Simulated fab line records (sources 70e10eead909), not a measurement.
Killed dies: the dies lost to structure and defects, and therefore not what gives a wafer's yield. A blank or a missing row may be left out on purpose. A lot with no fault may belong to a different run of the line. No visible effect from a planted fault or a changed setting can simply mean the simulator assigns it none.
Matching of chambers    flow nand-harc    rie-diel-01 running NHARC_A_STAIRCASE_DESCUM_270: 4 sister chambers
The step chemistry O2, time 3 s. 14 wafers are shown with their chamber, then 7 later ones without.

== EACH WAFER AND ITS CHAMBER ==
wafer   chamber  drypump-motor-current-A (A)  showerhead-plenum-p-Torr (Torr)  rf-vpp-V (V)
L075.1  3        4.9                          1.82                             58.2
L075.2  0        5.1                          2.04                             58.1
L075.6  1        6.1                          1.89                             57.2
L087.1  3        4.9                          1.81                             56.2
L087.2  0        5.1                          2.02                             58.6
L087.5  2        5.4                          1.78                             57.3
L089.2  2        5.4                          1.78                             57.0
L089.4  3        5.0                          1.81                             56.3
L089.6  3        4.9                          1.81                             58.0
L090.1  3        4.9                          1.81                             57.8
L090.3  1        6.0                          1.87                             58.4
L090.6  2        5.4                          1.78                             56.5
L093.1  0        5.1                          2.02                             58.2
L093.3  3        4.9                          1.81                             57.7

SIGNATURES (averages over the wafers above)
reading                   chamber 0  chamber 1  chamber 2  chamber 3  scatter within a chamber
drypump-motor-current-A   5.100      6.050      5.400      4.917      0.0365
showerhead-plenum-p-Torr  2.0267     1.8800     1.7800     1.8117     0.00742
rf-vpp-V                  58.300     57.800     56.933     57.367     0.713
Rule: for each reading, subtract the chamber's mean from the wafer's reading, divide by that reading's scatter and square the result; add these up over the readings and take the root, which gives the wafer's distance from the chamber. The wafer belongs to the nearest chamber; if the next one is less than 2 further off, it can't be placed. The scatter is the square root of a quotient: the sum, over the shown wafers, of each reading's squared deviation from its chamber's mean, divided by wafers minus chambers.

== WAFERS WITH NO CHAMBER GIVEN ==
wafer   drypump-motor-current-A (A)  showerhead-plenum-p-Torr (Torr)  rf-vpp-V (V)
L093.6  6.0                          1.87                             58.2
L092.1  6.0                          1.87                             57.9
L092.3  5.0                          1.81                             57.2
L092.6  5.1                          2.02                             59.1
L096.2  6.0                          1.87                             56.4
L096.4  5.1                          2.01                             59.2
L096.6  5.1                          2.01                             58.8

== CHAMBER TAKEN BY EACH ==
wafer   from the rows above  in truth
L093.6  1                    1
L092.1  1                    1
L092.3  3                    3
L092.6  0                    0
L096.2  1                    1
L096.4  0                    0
L096.6  0                    0
Correct placement for 7 of the 7. From these rows, 0 cannot be placed. Placed wrongly: 0.
